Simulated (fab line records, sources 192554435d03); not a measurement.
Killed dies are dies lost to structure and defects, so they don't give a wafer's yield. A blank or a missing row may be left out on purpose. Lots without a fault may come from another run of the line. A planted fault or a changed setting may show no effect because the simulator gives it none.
Chamber matching | flow n5_finfet | N5_MOL_CONTACT_COAG_VIA_ETCH_46 on rie_diel-01: 4 sister chambers
The step etches SiO2 in C4F6/O2, target depth 46 nm, overetch 9.2 nm, time 40 s. 14 wafers are shown with their chamber, then 7 later ones without.

WAFERS WITH THEIR CHAMBER
wafer  | chamber | rf_vpp_V (V) | throttle_valve_pct (%) | drypump_motor_current_A (A)
L077.2 | 2       | 1555         | 41.0                   | 5.4
L077.4 | 3       | 1605         | 40.9                   | 6.1
L077.5 | 1       | 1619         | 40.1                   | 6.0
L079.2 | 1       | 1620         | 40.1                   | 6.0
L079.3 | 0       | 1572         | 39.8                   | 5.8
L079.4 | 3       | 1604         | 40.9                   | 6.0
L080.1 | 1       | 1619         | 40.1                   | 6.0
L080.3 | 0       | 1571         | 39.8                   | 5.8
L080.4 | 3       | 1604         | 40.9                   | 6.0
L086.1 | 2       | 1555         | 41.0                   | 5.5
L086.5 | 3       | 1604         | 40.9                   | 6.0
L086.6 | 0       | 1571         | 39.8                   | 5.8
L092.1 | 0       | 1570         | 39.8                   | 5.8
L092.3 | 2       | 1554         | 41.1                   | 5.4

SIGNATURES (means of the wafers above)
reading                 | chamber 0 | chamber 1 | chamber 2 | chamber 3 | scatter within a chamber
rf_vpp_V                | 1571.00   | 1619.33   | 1554.67   | 1604.25   | 0.639
throttle_valve_pct      | 39.800    | 40.100    | 41.033    | 40.900    | 0.0258
drypump_motor_current_A | 5.800     | 6.000     | 5.433     | 6.025     | 0.0376
Rule: a wafer's distance from a chamber is the root of the sum, over the readings, of the square of ((its reading less the chamber's mean) divided by the reading's scatter). The wafer belongs to the nearest chamber; if the next one is less than 2 further off, it can't be placed. The scatter: the root of (the sum of the squares of (reading less its chamber's mean) over the shown wafers, divided by (wafers less chambers)).

WAFERS WITHOUT THEIR CHAMBER
wafer  | rf_vpp_V (V) | throttle_valve_pct (%) | drypump_motor_current_A (A)
L092.5 | 1617         | 40.1                   | 6.0
L093.3 | 1571         | 39.8                   | 5.8
L093.4 | 1603         | 40.9                   | 6.0
L093.6 | 1618         | 40.1                   | 6.0
L094.1 | 1571         | 39.9                   | 5.8
L094.4 | 1617         | 40.1                   | 6.0
L094.5 | 1570         | 39.8                   | 5.8

WHICH CHAMBER EACH WENT THROUGH
wafer  | from the rows above | in truth
L092.5 | 1                   | 1
L093.3 | 0                   | 0
L093.4 | 3                   | 3
L093.6 | 1                   | 1
L094.1 | 0                   | 0
L094.4 | 1                   | 1
L094.5 | 0                   | 0
Placed correctly: 7 of 7. Can't be placed from these rows: 0. Placed wrongly: 0.
